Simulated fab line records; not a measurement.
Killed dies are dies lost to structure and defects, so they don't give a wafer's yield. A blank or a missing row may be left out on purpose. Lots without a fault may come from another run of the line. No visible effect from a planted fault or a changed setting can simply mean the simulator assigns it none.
Matching of chambers	flow n5 finfet	N5_ILD0_CMP_12 on cmp-04: 4 sister chambers
The step polishes SiNx, stops on poly-Si, t overpolish 6 s, target thk 17.67 nm. 8 wafers are shown with their chamber, then 9 later ones without.

## EACH WAFER AND ITS CHAMBER
wafer	chamber	motor current A (A)	time to endpoint s (s)
L080.5	2	9.0	25
L082.2	0	9.1	28
L082.6	3	8.3	23
L084.1	3	9.1	23
L084.6	1	10.1	30
L086.1	0	9.8	29
L086.2	1	10.0	32
L086.3	2	8.5	30

## WAFERS WITHOUT THEIR CHAMBER
wafer	motor current A (A)	time to endpoint s (s)
L089.2	10.1	29
L089.3	8.5	25
L089.6	10.7	32
L090.1	8.7	28
L090.2	8.5	24
L090.6	10.0	30
L094.2	10.3	30
L094.3	8.9	28
L094.5	10.2	32

## THE CHAMBER EACH PASSED THROUGH
wafer	from the rows above	in truth
L089.2	can't be placed: 1 or 0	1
L089.3	can't be placed: 3 or 2 or 0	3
L089.6	can't be placed: 1 or 0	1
L090.1	can't be placed: 2 or 0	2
L090.2	can't be placed: 3 or 2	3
L090.6	can't be placed: 1 or 0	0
L094.2	can't be placed: 1 or 0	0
L094.3	can't be placed: 2 or 0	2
L094.5	can't be placed: 1 or 0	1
Placed correctly: 0 of 9. Can't be placed from these rows: 9 (the true chamber is among the candidates in 9). Wrongly placed: 0.
How it was worked out, from the rows above alone: a wafer's distance from a chamber is the root of the sum, over the readings, of the square of ((its reading less the chamber's mean) divided by the reading's scatter). The wafer belongs to the nearest chamber; if the next one is less than 2 further off, it can't be placed. A chamber's mean is the mean of its shown wafers. The scatter: take each reading less its chamber's mean, square it, sum over the shown wafers, divide by the number of wafers less the number of chambers, and take the root.
